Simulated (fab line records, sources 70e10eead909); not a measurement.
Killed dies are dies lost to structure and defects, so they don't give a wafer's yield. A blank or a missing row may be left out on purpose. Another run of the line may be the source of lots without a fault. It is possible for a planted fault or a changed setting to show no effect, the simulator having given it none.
Chamber matching / flow nand-harc / NHARC_P_BONDPAD_DEP_00 on pecvd-03: 3 sister chambers
The step deposits SiCN, target thk 250 nm. 18 wafers are shown with their chamber, then 9 later ones without.

== WAFERS, EACH WITH ITS CHAMBER ==
wafer=L074.3; chamber=0; heater-power-w (W)=585; heater-power-outer-w (W)=301; rf-fwd-power-W (W)=449.2
wafer=L074.5; chamber=2; heater-power-w (W)=736; heater-power-outer-w (W)=425; rf-fwd-power-W (W)=449.4
wafer=L074.6; chamber=0; heater-power-w (W)=483; heater-power-outer-w (W)=222; rf-fwd-power-W (W)=447.3
wafer=L075.2; chamber=1; heater-power-w (W)=549; heater-power-outer-w (W)=291; rf-fwd-power-W (W)=448.9
wafer=L075.5; chamber=2; heater-power-w (W)=744; heater-power-outer-w (W)=403; rf-fwd-power-W (W)=448.2
wafer=L075.6; chamber=1; heater-power-w (W)=555; heater-power-outer-w (W)=298; rf-fwd-power-W (W)=449.2
wafer=L077.2; chamber=0; heater-power-w (W)=573; heater-power-outer-w (W)=305; rf-fwd-power-W (W)=448.3
wafer=L077.5; chamber=0; heater-power-w (W)=575; heater-power-outer-w (W)=303; rf-fwd-power-W (W)=449.6
wafer=L077.6; chamber=1; heater-power-w (W)=527; heater-power-outer-w (W)=272; rf-fwd-power-W (W)=450.1
wafer=L082.2; chamber=0; heater-power-w (W)=591; heater-power-outer-w (W)=303; rf-fwd-power-W (W)=449.0
wafer=L082.4; chamber=1; heater-power-w (W)=593; heater-power-outer-w (W)=300; rf-fwd-power-W (W)=449.8
wafer=L082.6; chamber=0; heater-power-w (W)=583; heater-power-outer-w (W)=306; rf-fwd-power-W (W)=448.3
wafer=L088.1; chamber=2; heater-power-w (W)=739; heater-power-outer-w (W)=423; rf-fwd-power-W (W)=448.0
wafer=L088.2; chamber=0; heater-power-w (W)=586; heater-power-outer-w (W)=304; rf-fwd-power-W (W)=450.0
wafer=L088.3; chamber=1; heater-power-w (W)=582; heater-power-outer-w (W)=303; rf-fwd-power-W (W)=449.2
wafer=L090.2; chamber=1; heater-power-w (W)=580; heater-power-outer-w (W)=294; rf-fwd-power-W (W)=450.1
wafer=L090.5; chamber=1; heater-power-w (W)=569; heater-power-outer-w (W)=299; rf-fwd-power-W (W)=447.3
wafer=L090.6; chamber=2; heater-power-w (W)=782; heater-power-outer-w (W)=446; rf-fwd-power-W (W)=448.8

SIGNATURES (means of the wafers above)
reading=heater-power-w; chamber 0=568.00; chamber 1=565.00; chamber 2=750.25; scatter within a chamber=29.6
reading=heater-power-outer-w; chamber 0=292.00; chamber 1=293.86; chamber 2=424.25; scatter within a chamber=22.1
reading=rf-fwd-power-W; chamber 0=448.814; chamber 1=449.229; chamber 2=448.600; scatter within a chamber=0.891
Rule: for each reading, subtract the chamber's mean from the wafer's reading, divide by that reading's scatter and square the result; add these up over the readings and take the root, which gives the wafer's distance from the chamber. The wafer belongs to the nearest chamber; if the next one is less than 2 further off, it can't be placed. How the scatter is found: for the shown wafers, subtract from each reading the mean of its chamber, square and add these, divide the total by (wafers less chambers), then take the root.

== WAFERS WHOSE CHAMBER IS MISSING ==
wafer=L091.1; heater-power-w (W)=513; heater-power-outer-w (W)=249; rf-fwd-power-W (W)=447.5
wafer=L091.3; heater-power-w (W)=737; heater-power-outer-w (W)=401; rf-fwd-power-W (W)=448.1
wafer=L091.5; heater-power-w (W)=736; heater-power-outer-w (W)=417; rf-fwd-power-W (W)=444.8
wafer=L093.2; heater-power-w (W)=560; heater-power-outer-w (W)=295; rf-fwd-power-W (W)=450.2
wafer=L093.3; heater-power-w (W)=700; heater-power-outer-w (W)=386; rf-fwd-power-W (W)=451.3
wafer=L093.5; heater-power-w (W)=746; heater-power-outer-w (W)=400; rf-fwd-power-W (W)=449.6
wafer=L095.1; heater-power-w (W)=762; heater-power-outer-w (W)=419; rf-fwd-power-W (W)=448.9
wafer=L095.4; heater-power-w (W)=540; heater-power-outer-w (W)=272; rf-fwd-power-W (W)=448.3
wafer=L095.5; heater-power-w (W)=613; heater-power-outer-w (W)=328; rf-fwd-power-W (W)=449.1

== EACH ONE'S CHAMBER ==
wafer=L091.1; from the rows above=can't be placed: 0 or 1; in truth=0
wafer=L091.3; from the rows above=2; in truth=2
wafer=L091.5; from the rows above=2; in truth=2
wafer=L093.2; from the rows above=can't be placed: 1 or 0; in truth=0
wafer=L093.3; from the rows above=2; in truth=2
wafer=L093.5; from the rows above=2; in truth=2
wafer=L095.1; from the rows above=2; in truth=2
wafer=L095.4; from the rows above=can't be placed: 0 or 1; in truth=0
wafer=L095.5; from the rows above=can't be placed: 1 or 0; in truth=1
Correct placement for 5 of the 9. Unplaceable from these rows: 4, with the true chamber sitting among the candidates in 4. Number placed wrongly: 0.
